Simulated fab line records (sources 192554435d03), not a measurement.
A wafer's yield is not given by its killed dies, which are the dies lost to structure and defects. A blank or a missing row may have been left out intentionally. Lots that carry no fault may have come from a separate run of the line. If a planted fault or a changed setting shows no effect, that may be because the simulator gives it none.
fab line records ; flow n5_finfet
record: lots: 4; wafers: 12; last_day: 16
route steps=1938 shown BEOL_M13@1704 BEOL_M14@1716
lots that met no fault: taken from a fault-free run of the same line
start_h: hours from the record's first day to the start of the lot's first wafer shown ; wait_h: hours elapsed since this lot's preceding step ; " repeats the value in the row above ; L1.1+2: a single row standing in for several wafers ; - no value present, or no start provided ; * or withheld: withheld ; < > ~ a bound
route shown NAME@n: a module of which the file shows steps, and the number in the route of the first ; usual: average and standard deviation across the fault-free wafers ; same: alike in all rows ; chamber/n: place in a boat ; sites: each site's reading ; _std_site: the standard deviation of these ; _edge_site: outer sites' mean less inner sites' ; radius_mm: for every site, how far away it sits from the centre of the wafer ; mask NAME#n: copy n ; behind: the most recent tool/chamber to have shaped the wafer ; hold: why the lot was held/for how many hours/how that ended ; device: the transistor (n, p or np) that didn't switch ; end of line: at the end of the route, the tests of the same wafers ; a step given without rows: its recipe and nothing more ; killed: not the wafer's yield, but the dies lost to structure and defects at the first sort ; map: per-die view of a wafer (x killed, . not killed, _ where there is no die)
set.NAME: the run value of the setting; set.NAME@STEP: its run value at that earlier step ; model.NAME: the simulator's own value behind a step, which no gauge read
lots at selected steps of the route; one table per step, one row per wafer
services: from which hour (start_h, from the record's first day; less than 0 if before it) a tool's chamber was out of use, for how many hours, and why
== steps ==
step: N5_BEOL_M13_PRE_CLEAN_42
recipe: gas: H2/He; time_s: 30; temp_c: 250
step: N5_BEOL_M13_SPUTTER_43
recipe: material: TaN; target_thk_a: 150; temp_c: 50; bias_v: 168.6; power_w: 15000; chamber_pressure_pa: 0.12; time_s: 24.19
step: N5_BEOL_M13_SPUTTER_44
recipe: material: Ta; target_thk_a: 100; temp_c: 50; bias_v: 80; power_w: 15000; chamber_pressure_pa: 0.07; time_s: 16.13
step: N5_BEOL_M13_SPUTTER_45
recipe: material: Cu; target_thk_a: 800; temp_c: -20; bias_v: 60; power_w: 26000; chamber_pressure_pa: 0.13; time_s: 13.33
step: N5_BEOL_M13_ECD_47
recipe: material: Cu; target_thk_a: 9360
step: N5_BEOL_M13_ANNEAL_48
recipe: temp_c: 225; time_s: 90; ambient: N2
step: N5_BEOL_M13_CMP_49
recipe: stop_on: SiOC; t_overpolish_s: 17.1; down_force_psi: 1; platen_rpm: 50; clearing_platen_down_force_psi: 1.5; clearing_platen_rpm: 50; post_cmp_clean: cu_alkaline; target_thk_nm: 420; clearing_platen_pad_velocity_m_s: 0.99484; pad_velocity_m_s: 0.99484
step: N5_BEOL_M13_PRE_CLEAN_52
recipe: gas: NH3; time_s: 15; temp_c: withheld; rf_power_w: 300
step: N5_BEOL_M13_DEP_53
recipe: material: SiCN; target_thk_a: 500; temp_c: withheld; precursor: 3MS/NH3; pressure_torr: 3; rf_w: 675; time_s: 17.8
step: N5_BEOL_M14_ILD_DEP_00
recipe: material: SiO2; target_thk_a: 11193; temp_c: 400; precursor: TEOS/O2; pressure_torr: 6.5; rf_w: 900; teos_flow_sccm: 161.4; gas: O2; flow_sccm: 2650; time_s: 237.4
usual: heater_power_outer_w: 318/75; heater_power_w: 597/110; showerhead_plenum_p_Torr: 8.357/0.028; showerhead_vpp_V: 1886/81; throttle_valve_pct: 18.6/1.1
lot.wafer;tool;chamber;start_h;wait_h;heater_power_outer_w;heater_power_w;showerhead_plenum_p_Torr;showerhead_vpp_V;throttle_valve_pct;model.SiO2_of_BEOL_M14_ILD_DEP_00.thk_nm
L876.1;pecvd-03;0;260.70;0.0;253;499;8.387;1950;19.1;1112
L876.5;pecvd-03;0;260.70;0.0;301;575;8.404;1938;19.0;1148
L876.6;pecvd-03;1;260.70;0.0;316;582;8.324;1730;18.1;1129
L879.4;pecvd-03;2;288.13;0.1;251;526;8.386;1936;16.9;1672
L879.5;pecvd-03;2;288.13;0.1;314;607;8.361;1950;17.3;1690
L879.6;pecvd-03;1;288.13;0.1;212;448;8.328;1714;18.1;1661
L881.1;pecvd-03;2;288.87;0.0;261;546;8.355;1961;16.9;1646
L881.4;pecvd-03;1;288.87;0.0;214;437;8.324;1715;18.2;1655
L881.5;pecvd-03;1;288.87;0.0;266;516;8.320;1721;18.2;1649
L891.1;pecvd-04;1;364.65;0.0;370;666;8.303;1963;19.4;1105
L891.3;pecvd-04;2;364.65;0.0;305;594;8.368;1817;18.0;1102
L891.5;pecvd-04;2;364.65;0.0;208;467;8.384;1829;18.1;1137
step: N5_BEOL_M14_THK_MEAS_01
recipe: reads: SiO2_of_BEOL_M14_ILD_DEP_00
usual: M14_ILD_THK: 1127/18
lot.wafer;tool;chamber;start_h;wait_h;M14_ILD_THK[nm]
L876.1;film_metro-02;-;260.89;0.1;1112
L876.5;film_metro-02;-;260.89;0.1;1148
L876.6;film_metro-02;-;260.89;0.1;1129
L879.4;film_metro-01;-;288.32;0.1;1672
L879.5;film_metro-01;-;288.32;0.1;1691
L879.6;film_metro-01;-;288.32;0.1;1659
L881.1;film_metro-01;-;289.14;0.2;1646
L881.4;film_metro-01;-;289.14;0.2;1655
L881.5;film_metro-01;-;289.14;0.2;1650
L891.1;film_metro-02;-;364.84;0.1;1105
L891.3;film_metro-02;-;364.84;0.1;1101
L891.5;film_metro-02;-;364.84;0.1;1137
step: N5_BEOL_M14_COAT_58
recipe: resist: BARC; temp_c: 205; time_s: 60; spin_rpm: 1500; resist_thk_nm: 89
step: N5_BEOL_M14_COAT_04
recipe: spin_rpm: 1704; resist_thk_nm: 800
step: N5_BEOL_M14_EBR_06
recipe: solvent: PGMEA; ebr_width_mm: 1.5
step: N5_BEOL_M14_SOFTBAKE_05
recipe: temp_c: 130; time_s: 60
step: N5_BEOL_M14_EXPOSE_07
recipe: mask_id: V13; na: 0.8; source_shape: annular; sigma_inner: 0.5; sigma_outer: 0.8; polarization: unpolarized; attpsm_phase_deg: 180; dose_mj: 57
step: N5_BEOL_M14_PEB_08
recipe: peb_temp_c: 130; peb_time_s: 90
step: N5_BEOL_M14_DEVELOP_09
recipe: develop_time_s: 45; rinse_liquid: diw; dry: air_spin; dev_temp_c: 21
step: N5_BEOL_M14_HARDBAKE_14
recipe: temp_c: 130; time_s: 120
step: N5_BEOL_M14_DESCUM_15
recipe: chemistry: O2; time_s: 7.9; source_power_w: 50; bias_power_w: 20; pressure_mtorr: 20; rf_frequency_hz: 2.712e+07; temp_c: 40; o2_flow_sccm: 225
step: N5_BEOL_M14_ETCH_59
recipe: chemistry: N2/H2; target: BARC; target_depth_a: 890; overetch_a: 267; time_s: 67.9; ion_energy_ev: 200; pressure_mtorr: 30; source_w: 840; bias_w: 150; n2_flow_sccm: 200; h2_flow_sccm: 200
step: N5_BEOL_M14_VIA_ETCH_16
recipe: chemistry: C4F8/O2/Ar; target: SiO2; he_inner_torr: 15; he_outer_torr: 30; target_depth_a: 12313; time_s: withheld; ion_energy_ev: 800; pressure_mtorr: 20; source_w: 1905; bias_w: 2040; Ar_flow_sccm: 400; C4F8_flow_sccm: 16; O2_flow_sccm: 12; ends: cleared
usual: chamber_pressure_mTorr: 19.999/0.018; drypump_motor_current_A: 5.7/0.4; oes_product_au: 0.74/0.08; rf_vpp_V: 2190/49; showerhead_plenum_p_Torr: 3.43/0.13; throttle_valve_pct: 30.75/0.23
lot.wafer;tool;chamber;start_h;wait_h;chamber_pressure_mTorr;drypump_motor_current_A;oes_product_au;rf_vpp_V;showerhead_plenum_p_Torr;throttle_valve_pct;model.etch.depth_nm;model.coat_of_BEOL_M14_COAT_04.thk_nm
L876.1;rie_diel-05;2;261.99;0.0;19.984;5.5;0.63;2216;3.13;30.57;1112;467.8
L876.5;rie_diel-05;2;261.99;0.0;19.996;5.5;0.64;2219;3.13;30.59;1148;457.8
L876.6;rie_diel-05;3;261.99;0.0;20.002;5.5;0.79;2176;3.40;31.34;1129;455.6
L879.4;rie_diel-02;2;288.89;0.1;20.016;5.6;0.89;2124;3.37;30.79;1672;329.4
L879.5;rie_diel-02;1;288.89;0.1;20.029;5.9;0.84;2268;3.47;30.57;1690;322.8
L879.6;rie_diel-02;3;288.89;0.1;20.000;6.6;0.65;2159;3.42;31.00;1661;326.6
L881.1;rie_diel-02;1;289.77;0.0;19.987;5.9;0.84;2268;3.47;30.58;1646;335.2
L881.4;rie_diel-02;3;289.77;0.0;20.009;6.6;0.64;2162;3.42;30.99;1655;331.2
L881.5;rie_diel-02;2;289.77;0.0;19.991;5.6;0.88;2124;3.37;30.78;1649;333.6
L891.1;rie_diel-02;3;365.44;0.0;20.036;6.6;0.82;2157;3.41;30.72;1105;463.2
L891.3;rie_diel-02;1;365.44;0.0;19.972;5.9;0.72;2265;3.45;30.45;1102;464.4
L891.5;rie_diel-02;0;365.44;0.0;19.995;6.2;0.81;2153;3.67;30.63;1137;445.8
step: N5_BEOL_M14_STRIP_63
recipe: chemistry: O2; power_w: 600; temp_c: 60; pressure_mtorr: 30; rf_frequency_hz: 6e+07; bias_power_w: 0; overash_fraction: 0.3; o2_flow_sccm: 225
step: N5_BEOL_M14_STRIP_64
recipe: chemistry: O2; power_w: 600; temp_c: 60; pressure_mtorr: 30; rf_frequency_hz: 6e+07; bias_power_w: 0; overash_fraction: 0.3; o2_flow_sccm: 225
step: N5_BEOL_M14_STRIP_71
recipe: chemistry: post_etch_residue_remover; time_s: 60; temp_c: 25; remover_ph: withheld; remover_water_wt_pct: withheld; remover_fluoride_wt_pct: withheld
step: N5_BEOL_M14_SRD_72
recipe: time_s: 30; temp_c: 23; rinse_liquid: diw; dry: n2_spin; spin_rpm: 1500; dry_time_s: 30
step: N5_BEOL_M14_COAT_65
recipe: resist: SOC; temp_c: 250; time_s: 60; spin_rpm: 1500; resist_thk_nm: 450
step: N5_BEOL_M14_COAT_66
recipe: resist: SiARC; temp_c: 220; time_s: 60; spin_rpm: 1500; resist_thk_nm: 110
step: N5_BEOL_M14_COAT_22
recipe: spin_rpm: 2888; resist_thk_nm: 300
step: N5_BEOL_M14_EBR_24
recipe: solvent: PGMEA; ebr_width_mm: 1.5
step: N5_BEOL_M14_SOFTBAKE_23
recipe: temp_c: 130; time_s: 60
step: N5_BEOL_M14_EXPOSE_25
recipe: mask_id: M14; na: 0.8; source_shape: annular; sigma_inner: 0.5; sigma_outer: 0.8; polarization: unpolarized; target_cd_nm: 280; dose_mj: 26.6
step: N5_BEOL_M14_PEB_26
recipe: peb_temp_c: 130; peb_time_s: 90
step: N5_BEOL_M14_DEVELOP_27
recipe: develop_time_s: 45; rinse_liquid: diw; dry: air_spin; dev_temp_c: 21
step: N5_BEOL_M14_HARDBAKE_32
recipe: temp_c: 130; time_s: 120
step: N5_BEOL_M14_CMP_49
recipe: stop_on: SiO2; t_overpolish_s: 5.2; down_force_psi: 2; platen_rpm: 80; clearing_platen_down_force_psi: 2; clearing_platen_rpm: 80; post_cmp_clean: cu_alkaline; target_thk_nm: 560; clearing_platen_pad_velocity_m_s: 1.5917; pad_velocity_m_s: 1.5917
usual: head_pressure_psi: 2.000/0.0044; motor_current_A: 8.1/1
lot.wafer;tool;chamber;start_h;wait_h;head_pressure_psi;motor_current_A;model.SiO2_of_BEOL_M14_ILD_DEP_00.thk_nm
L876.1;cmp-01;2;267.54;0.3;1.997;7.5;1035
L876.6;cmp-01;2;267.54;0.3;1.996;7.4;1049
L876.5;cmp-01;3;267.54;0.3;2.002;9.0;1066
L879.4;cmp-01;1;294.33;0.2;2.011;7.0;1591
L879.5;cmp-01;0;294.33;0.2;1.996;9.7;1612
L879.6;cmp-01;1;294.33;0.2;2.005;6.9;1584
L881.1;cmp-01;1;296.19;0.5;2.002;7.2;1570
L881.4;cmp-01;2;296.19;0.5;2.003;7.1;1576
L881.5;cmp-01;1;296.19;0.5;2.001;6.8;1570
L891.3;cmp-01;0;369.75;0.2;1.992;8.8;1018
L891.1;cmp-01;3;369.75;0.2;2.000;8.9;1024
L891.5;cmp-01;0;369.75;0.2;1.998;9.1;1061
== services ==
tool;chamber;start_h;hours;kind
pecvd-04;2;249.13;-;clean
pecvd-04;2;249.13;29.5;scheduled_down
pecvd-04;2;249.13;29.5;vent_cycle
cmp-01;-;249.27;0.4;repair
cmp-01;-;267.77;4.0;pm
cmp-01;-;271.77;-;consumable_replace:conditioner
cmp-01;-;271.77;-;consumable_replace:pad
rie_diel-02;0;277.44;-;clean
rie_diel-02;0;277.44;-;consumable_replace:focus_ring
rie_diel-02;0;277.44;-;consumable_replace:showerhead
pecvd-04;0;278.63;2.1;scheduled_down
pecvd-03;0;283.70;23.4;repair
pecvd-04;1;284.57;2.1;scheduled_down
pecvd-04;-;285.18;6.0;pm
rie_diel-05;-;291.28;14.6;pm
rie_diel-02;3;294.33;-;clean
rie_diel-02;3;294.33;-;consumable_replace:focus_ring
rie_diel-02;3;294.33;19.3;scheduled_down
rie_diel-02;3;294.33;19.3;vent_cycle
pecvd-04;2;298.18;-;calibration
pecvd-03;0;316.27;5.0;scheduled_down
cmp-01;-;324.78;0.4;repair
rie_diel-02;2;328.01;2.4;repair
pecvd-03;-;338.65;6.0;pm
== key ==
first_sign: step: N5_BEOL_M14_THK_MEAS_01; reading: M14_ILD_THK; direction: up; sigmas: 30; usual: 1127; struck: 1662
effect none on later readings
model_effect: step: N5_BEOL_M14_ILD_DEP_00; value: SiO2_of_BEOL_M14_ILD_DEP_00.thk_nm; without: 1135; struck: 1662
model_effect: step: N5_BEOL_M14_VIA_ETCH_16; value: etch.depth_nm; without: 1135; struck: 1662
model_effect: step: N5_BEOL_M14_CMP_49; value: SiO2_of_BEOL_M14_ILD_DEP_00.thk_nm; without: 1057; struck: 1584
met_at N5_BEOL_M14_ILD_DEP_00
struck_wafers L879.4,L879.5,L879.6,L881.1,L881.4,L881.5
onset_between 260.70 288.13
earlier_fault: kind: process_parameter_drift; tool: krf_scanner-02; chamber: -; onset_h: 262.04; steps: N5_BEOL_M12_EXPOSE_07; channel: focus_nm; offset: 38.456; spread_by_wafer: 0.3; shape: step
fault: kind: process_parameter_drift; tool: pecvd-03; chamber: -; onset_h: 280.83; steps: N5_BEOL_M14_ILD_DEP_00; channel: target_thk_a; offset: *; shape: step; acts_in: *; stated: *
